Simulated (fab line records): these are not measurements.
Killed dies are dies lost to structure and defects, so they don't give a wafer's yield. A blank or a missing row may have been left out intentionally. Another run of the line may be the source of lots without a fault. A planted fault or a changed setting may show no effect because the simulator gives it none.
Which tool was responsible? ; flow n5-finfet ; 24 lots, 72 wafers sampled, at 2 steps of a route of 1938

WHAT THE GAUGES READ, wafer by wafer
N5_BEOL_M12_OVL_MEAS_29.
lot;measured;on;M12_OVL (nm)
L076;day 11 20:29;overlay-01;3 3 3
L077;day 12 04:06;overlay-01;4 -1 15
L078;day 12 14:54;overlay-01;-2 3 0
L075;day 12 15:15;overlay-01;2 -3 -3
L074;day 12 18:42;overlay-01;-3 -3 -4
L079;day 12 20:26;overlay-01;1 -3 1
L082;day 13 05:08;overlay-01;2 9 2
L080;day 13 05:30;overlay-01;-6 6 -1
L081;day 13 14:32;overlay-01;8 -2 3
L084;day 14 01:55;overlay-02;10 -3 2
L083;day 14 16:11;overlay-02;-6 -7 -6
L085;day 15 07:02;overlay-02;-1 6 -4
L087;day 15 11:38;overlay-02;3 -3 2
L086;day 15 12:05;overlay-01;-1 -2 -8
L088;day 15 22:55;overlay-02;5 7 3
L090;day 16 02:44;overlay-02;2 -2 -5
L089;day 16 12:46;overlay-01;-5 -3 -3
L091;day 17 15:55;overlay-01;-5 -3 -3
L094;day 18 01:52;overlay-01;2 4 -2
L092;day 18 07:31;overlay-01;0 -3 3
L093;day 18 08:04;overlay-02;0 1 4
L096;day 18 16:01;overlay-02;-8 -5 -8
L095;day 19 02:34;overlay-02;3 4 0
L097;day 19 19:45;overlay-02;-1 6 4

WHAT TOOL EACH LOT RAN ON (gives the tool, then ch and the chambers of the sampled wafers, and finally the start)
lot;N5_BEOL_M12_ETCH_59
L076;rie-diel-02 ch 1,3, day 11 19:40
L077;rie-diel-03 ch 1,3, day 12 03:10
L078;rie-diel-03 ch 1,2,3, day 12 14:05
L075;rie-diel-03 ch 2,3, day 12 14:25
L074;rie-diel-02 ch 0,2,3, day 12 17:53
L079;rie-diel-04 ch 2,3, day 12 19:37
L082;rie-diel-03 ch 0,1,2, day 13 04:11
L080;rie-diel-03 ch 2,3, day 13 04:34
L081;rie-diel-02 ch 0,1,3, day 13 13:43
L084;rie-diel-03 ch 0,1,2, day 14 00:58
L083;rie-diel-04 ch 2,3, day 14 14:59
L085;rie-diel-02 ch 0,1,3, day 15 06:05
L087;rie-diel-03 ch 0,1,3, day 15 10:38
L086;rie-diel-04 ch 0,2,3, day 15 11:08
L088;rie-diel-02 ch 1,2, day 15 22:05
L090;rie-diel-04 ch 1,2,3, day 16 01:53
L089;rie-diel-03 ch 0,1,3, day 16 11:52
L091;rie-diel-02 ch 0,1, day 17 14:54
L094;rie-diel-04 ch 0,2,3, day 18 01:01
L092;rie-diel-02 ch 0,3, day 18 06:42
L093;rie-diel-04 ch 0,1, day 18 07:07
L096;rie-diel-04 ch 0,1, day 18 15:12
L095;rie-diel-04 ch 0,1,2, day 19 01:37
L097;rie-diel-04 ch 1,3, day 19 18:23
- N5_BEOL_M12_ETCH_59: etches BARC in N2/H2, target depth 89 nm, overetch 26.7 nm, time 67.9 s.

WHAT THE TOOLS THEMSELVES READ (means of the sampled wafers that have a number; where no wafer has one, the mark that the record gives instead)
N5_BEOL_M12_ETCH_59.
lot;tool;drypump-motor-current-A (A);h2-flow-sccm (sccm);oes-product-au (a.u.);rf-vpp-V (V);showerhead-plenum-p-Torr (Torr);throttle-valve-pct (%)
L076;rie-diel-02;6.17;200.1;0.73;525.9;2.63;17.59
L077;rie-diel-03;5.92;200.5;0.61;521.4;2.46;18.15
L078;rie-diel-03;5.96;199.8;0.62;520.9;2.45;17.96
L075;rie-diel-03;6.01;200.3;0.62;521.3;2.44;17.77
L074;rie-diel-02;6.18;200.4;0.68;522.2;2.49;17.67
L079;rie-diel-04;5.93;199.7;0.75;521.9;2.47;17.97
L082;rie-diel-03;5.82;200.1;0.63;522.7;2.45;18.10
L080;rie-diel-03;5.94;199.8;0.61;521.9;2.47;17.70
L081;rie-diel-02;6.23;200.8;0.70;525.2;2.58;17.69
L084;rie-diel-03;5.81;200.2;0.62;521.9;2.45;18.12
L083;rie-diel-04;6.02;200.0;0.68;521.4;2.45;18.07
L085;rie-diel-02;6.23;199.6;0.69;524.4;2.57;17.72
L087;rie-diel-03;5.76;199.6;0.68;521.6;2.46;17.92
L086;rie-diel-04;5.99;200.4;0.71;525.4;2.54;17.86
L088;rie-diel-02;6.22;200.6;0.64;522.1;2.50;17.64
L090;rie-diel-04;6.00;199.9;0.66;520.9;2.44;18.07
L089;rie-diel-03;5.73;200.3;0.66;521.9;2.46;17.92
L091;rie-diel-02;6.29;200.0;0.67;523.4;2.52;17.81
L094;rie-diel-04;5.97;200.5;0.71;523.3;2.53;17.89
L092;rie-diel-02;6.17;200.7;0.67;522.9;2.53;17.73
L093;rie-diel-04;6.03;199.9;0.69;524.9;2.60;17.73
L096;rie-diel-04;6.03;200.5;0.69;525.8;2.60;17.74
L095;rie-diel-04;5.95;199.8;0.68;523.7;2.52;17.91
L097;rie-diel-04;6.12;200.1;0.60;520.6;2.40;18.18

THE ANSWER, worked out from the rows above alone
Rule: the lots themselves supply what counts as usual. Put in order of their means at a reading, lots are off if they are a third of the lots or fewer, leave a main group of 4 or more, and stand apart from it by a gap of 3 or more times the standard deviation of the main group's means; of several such gaps the widest counts. A main group is skipped when, at the precision printed for the reading in the tables above, its means are all equal. Also off: a lot with no number at a reading for which 4 or more lots have one. Where the step has rows for the other lots, those lots are counted as sound. First the gauges in route order, then the tools' own readings, where a lot's mean is used as printed above. At the first step where some lot is off, the reading lying furthest off is the one used; lots without a number count as furthest.
No lot is off on any of the readings shown, so nothing can be concluded from this.

WHAT THE SIMULATOR PUT IN
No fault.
